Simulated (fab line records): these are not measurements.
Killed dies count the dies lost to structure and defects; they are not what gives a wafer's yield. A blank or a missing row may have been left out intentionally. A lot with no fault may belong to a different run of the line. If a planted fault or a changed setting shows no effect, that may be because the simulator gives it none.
Lot-split experiment / flow n5Finfet / route with 1938 steps; 7 lots, 39 wafers read

== THE SPLIT ITSELF ==
At N5_MOL_CONTACT_COAG_ETCHBACK_135 (etches SiO2 in CHF3, target depth 25 nm, time 16.7 s), the setting targetDepthA was moved away from the recipe's 250 angstrom on 12 of the 39 wafers read, by -17.9% to +46.4%. This setting was run at the recipe's value on the other wafers.

The split's own step is where the reading is taken.

== THE READING ==
SOC_of_MOL_CONTACT_COAG_COAT_75.thkNm (the simulator's own value, which no gauge read), in nm, at N5_MOL_CONTACT_COAG_ETCHBACK_135 (etches SiO2 in CHF3, target depth 25 nm, time 16.7 s). There is no usual value for it anywhere in the file. The 27 wafers here that ran the recipe average 57.4 nm, standard deviation 0.19 nm.

wafer=L082.1; tool, chamber at the split=rieDiel-06, 3,2; targetDepthA as run, angstrom=250; against the recipe=recipe; SOC_of_MOL_CONTACT_COAG_COAT_75.thkNm, nm=57.4; against lot-mates on the recipe=-
wafer=L082.2; tool, chamber at the split=rieDiel-06, 3,2; targetDepthA as run, angstrom=250; against the recipe=recipe; SOC_of_MOL_CONTACT_COAG_COAT_75.thkNm, nm=57.4; against lot-mates on the recipe=-
wafer=L082.3; tool, chamber at the split=rieDiel-06, 1,0,3,0; targetDepthA as run, angstrom=250; against the recipe=recipe; SOC_of_MOL_CONTACT_COAG_COAT_75.thkNm, nm=57.6; against lot-mates on the recipe=-
wafer=L082.4; tool, chamber at the split=rieDiel-06, 1,0,3,0; targetDepthA as run, angstrom=250; against the recipe=recipe; SOC_of_MOL_CONTACT_COAG_COAT_75.thkNm, nm=57.6; against lot-mates on the recipe=-
wafer=L082.5; tool, chamber at the split=rieDiel-06, 1,0,3,0; targetDepthA as run, angstrom=250; against the recipe=recipe; SOC_of_MOL_CONTACT_COAG_COAT_75.thkNm, nm=57.6; against lot-mates on the recipe=-
wafer=L082.6; tool, chamber at the split=rieDiel-06, 1,0,3,0; targetDepthA as run, angstrom=250; against the recipe=recipe; SOC_of_MOL_CONTACT_COAG_COAT_75.thkNm, nm=57.6; against lot-mates on the recipe=-
wafer=L083.1; tool, chamber at the split=rieDiel-03, 1; targetDepthA as run, angstrom=250; against the recipe=recipe; SOC_of_MOL_CONTACT_COAG_COAT_75.thkNm, nm=57.4; against lot-mates on the recipe=-
wafer=L083.6; tool, chamber at the split=rieDiel-03, 1; targetDepthA as run, angstrom=250; against the recipe=recipe; SOC_of_MOL_CONTACT_COAG_COAT_75.thkNm, nm=57.4; against lot-mates on the recipe=-
wafer=L083.2; tool, chamber at the split=rieDiel-03, 3,0; targetDepthA as run, angstrom=205.3; against the recipe=-17.9%; SOC_of_MOL_CONTACT_COAG_COAT_75.thkNm, nm=57.8; against lot-mates on the recipe=+0.5
wafer=L083.3; tool, chamber at the split=rieDiel-03, 3,0; targetDepthA as run, angstrom=205.3; against the recipe=-17.9%; SOC_of_MOL_CONTACT_COAG_COAT_75.thkNm, nm=57.8; against lot-mates on the recipe=+0.5
wafer=L083.4; tool, chamber at the split=rieDiel-03, 2; targetDepthA as run, angstrom=205.3; against the recipe=-17.9%; SOC_of_MOL_CONTACT_COAG_COAT_75.thkNm, nm=57.6; against lot-mates on the recipe=+0.3
wafer=L083.5; tool, chamber at the split=rieDiel-03, 2; targetDepthA as run, angstrom=250; against the recipe=recipe; SOC_of_MOL_CONTACT_COAG_COAT_75.thkNm, nm=57.2; against lot-mates on the recipe=-
wafer=L087.1; tool, chamber at the split=rieDiel-06, 0; targetDepthA as run, angstrom=250; against the recipe=recipe; SOC_of_MOL_CONTACT_COAG_COAT_75.thkNm, nm=57.4; against lot-mates on the recipe=-
wafer=L087.5; tool, chamber at the split=rieDiel-06, 0; targetDepthA as run, angstrom=250; against the recipe=recipe; SOC_of_MOL_CONTACT_COAG_COAT_75.thkNm, nm=57.4; against lot-mates on the recipe=-
wafer=L087.2; tool, chamber at the split=rieDiel-06, 1,3; targetDepthA as run, angstrom=366.1; against the recipe=+46.4%; SOC_of_MOL_CONTACT_COAG_COAT_75.thkNm, nm=56; against lot-mates on the recipe=-1.5
wafer=L087.4; tool, chamber at the split=rieDiel-06, 1,3; targetDepthA as run, angstrom=366.1; against the recipe=+46.4%; SOC_of_MOL_CONTACT_COAG_COAT_75.thkNm, nm=56; against lot-mates on the recipe=-1.5
wafer=L087.3; tool, chamber at the split=rieDiel-06, 3; targetDepthA as run, angstrom=366.1; against the recipe=+46.4%; SOC_of_MOL_CONTACT_COAG_COAT_75.thkNm, nm=56.2; against lot-mates on the recipe=-1.3
wafer=L087.6; tool, chamber at the split=rieDiel-06, 1; targetDepthA as run, angstrom=250; against the recipe=recipe; SOC_of_MOL_CONTACT_COAG_COAT_75.thkNm, nm=57.6; against lot-mates on the recipe=-
wafer=L088.1; tool, chamber at the split=rieDiel-03, 3; targetDepthA as run, angstrom=250; against the recipe=recipe; SOC_of_MOL_CONTACT_COAG_COAT_75.thkNm, nm=57.6; against lot-mates on the recipe=-
wafer=L088.2; tool, chamber at the split=rieDiel-03, 2; targetDepthA as run, angstrom=250; against the recipe=recipe; SOC_of_MOL_CONTACT_COAG_COAT_75.thkNm, nm=57.4; against lot-mates on the recipe=-
wafer=L088.3; tool, chamber at the split=rieDiel-03, 0,0,3; targetDepthA as run, angstrom=357.9; against the recipe=+43.2%; SOC_of_MOL_CONTACT_COAG_COAT_75.thkNm, nm=56.2; against lot-mates on the recipe=-1.2
wafer=L088.5; tool, chamber at the split=rieDiel-03, 0,0,3; targetDepthA as run, angstrom=357.9; against the recipe=+43.2%; SOC_of_MOL_CONTACT_COAG_COAT_75.thkNm, nm=56.2; against lot-mates on the recipe=-1.2
wafer=L088.6; tool, chamber at the split=rieDiel-03, 0,0,3; targetDepthA as run, angstrom=357.9; against the recipe=+43.2%; SOC_of_MOL_CONTACT_COAG_COAT_75.thkNm, nm=56.2; against lot-mates on the recipe=-1.2
wafer=L088.4; tool, chamber at the split=rieDiel-03, 2; targetDepthA as run, angstrom=250; against the recipe=recipe; SOC_of_MOL_CONTACT_COAG_COAT_75.thkNm, nm=57.2; against lot-mates on the recipe=-
wafer=L091.1; tool, chamber at the split=rieDiel-01, 2,0,0; targetDepthA as run, angstrom=250; against the recipe=recipe; SOC_of_MOL_CONTACT_COAG_COAT_75.thkNm, nm=57.6; against lot-mates on the recipe=-
wafer=L091.3; tool, chamber at the split=rieDiel-01, 2,0,0; targetDepthA as run, angstrom=250; against the recipe=recipe; SOC_of_MOL_CONTACT_COAG_COAT_75.thkNm, nm=57.6; against lot-mates on the recipe=-
wafer=L091.6; tool, chamber at the split=rieDiel-01, 2,0,0; targetDepthA as run, angstrom=250; against the recipe=recipe; SOC_of_MOL_CONTACT_COAG_COAT_75.thkNm, nm=57.6; against lot-mates on the recipe=-
wafer=L091.2; tool, chamber at the split=rieDiel-01, 3,1,3; targetDepthA as run, angstrom=250; against the recipe=recipe; SOC_of_MOL_CONTACT_COAG_COAT_75.thkNm, nm=57.4; against lot-mates on the recipe=-
wafer=L091.4; tool, chamber at the split=rieDiel-01, 3,1,3; targetDepthA as run, angstrom=250; against the recipe=recipe; SOC_of_MOL_CONTACT_COAG_COAT_75.thkNm, nm=57.4; against lot-mates on the recipe=-
wafer=L091.5; tool, chamber at the split=rieDiel-01, 3,1,3; targetDepthA as run, angstrom=250; against the recipe=recipe; SOC_of_MOL_CONTACT_COAG_COAT_75.thkNm, nm=57.4; against lot-mates on the recipe=-
wafer=L092.1; tool, chamber at the split=rieDiel-06, 2,1; targetDepthA as run, angstrom=250; against the recipe=recipe; SOC_of_MOL_CONTACT_COAG_COAT_75.thkNm, nm=57.2; against lot-mates on the recipe=-
wafer=L092.5; tool, chamber at the split=rieDiel-06, 2,1; targetDepthA as run, angstrom=250; against the recipe=recipe; SOC_of_MOL_CONTACT_COAG_COAT_75.thkNm, nm=57.2; against lot-mates on the recipe=-
wafer=L092.6; tool, chamber at the split=rieDiel-06, 2; targetDepthA as run, angstrom=250; against the recipe=recipe; SOC_of_MOL_CONTACT_COAG_COAT_75.thkNm, nm=56.8; against lot-mates on the recipe=-
wafer=L095.1; tool, chamber at the split=rieDiel-01, 1; targetDepthA as run, angstrom=250; against the recipe=recipe; SOC_of_MOL_CONTACT_COAG_COAT_75.thkNm, nm=57.4; against lot-mates on the recipe=-
wafer=L095.2; tool, chamber at the split=rieDiel-01, 0,3; targetDepthA as run, angstrom=250; against the recipe=recipe; SOC_of_MOL_CONTACT_COAG_COAT_75.thkNm, nm=57.6; against lot-mates on the recipe=-
wafer=L095.3; tool, chamber at the split=rieDiel-01, 0,3; targetDepthA as run, angstrom=250; against the recipe=recipe; SOC_of_MOL_CONTACT_COAG_COAT_75.thkNm, nm=57.6; against lot-mates on the recipe=-
wafer=L095.4; tool, chamber at the split=rieDiel-01, 2,0,1; targetDepthA as run, angstrom=314; against the recipe=+25.6%; SOC_of_MOL_CONTACT_COAG_COAT_75.thkNm, nm=56.8; against lot-mates on the recipe=-0.7
wafer=L095.5; tool, chamber at the split=rieDiel-01, 2,0,1; targetDepthA as run, angstrom=314; against the recipe=+25.6%; SOC_of_MOL_CONTACT_COAG_COAT_75.thkNm, nm=56.8; against lot-mates on the recipe=-0.7
wafer=L095.6; tool, chamber at the split=rieDiel-01, 2,0,1; targetDepthA as run, angstrom=314; against the recipe=+25.6%; SOC_of_MOL_CONTACT_COAG_COAT_75.thkNm, nm=56.8; against lot-mates on the recipe=-0.7
If several chambers appear in one row, that row covers several wafers at once and the file leaves open which wafer was in which chamber.

FIT RESULTS
A straight line over all 39 wafers: SOC_of_MOL_CONTACT_COAG_COAT_75.thkNm changes by -0.0272 nm for each +1% of targetDepthA; r = -0.95; the points scatter about the line by 0.17 nm.
The same after taking each lot's own level away (the mean of its wafers on the recipe; 39 wafers): -0.0283 nm for each +1%; r = -0.98; scatter 0.11 nm.
That fit puts the effect of the largest move of targetDepthA on the reading at 1.3 nm.
The span of the lots' own levels, 57.07 to 57.53 nm, comes to 2.5 times the standard deviation stated above.
Consequently the slope shifts little with the lot-to-lot level, the two slopes agreeing.
Check: -1.31 nm against its lot-mates is what the line predicts for one of the wafers moved furthest among these (+46.4%) when that wafer is left out of the fit. Against them it came out at -1.47 nm.

== THE OTHER SPLITS THESE WAFERS WENT THROUGH ==
These wafers also went through other splits before the reading. Each is held against what the fit with the lots' levels taken away leaves over:
other split on the same wafers=N5_HKMG_FIN_DEVELOP_11 developTimeS; wafers away from the commonest value=18; r with SOC_of_MOL_CONTACT_COAG_COAT_75.thkNm (lot level and that fit taken away)=-0.04

== FILE'S OWN FIT ==
SOC_of_MOL_CONTACT_COAG_COAT_75.thkNm changes by -0.0286 nm for each +1% of targetDepthA, r = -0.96.
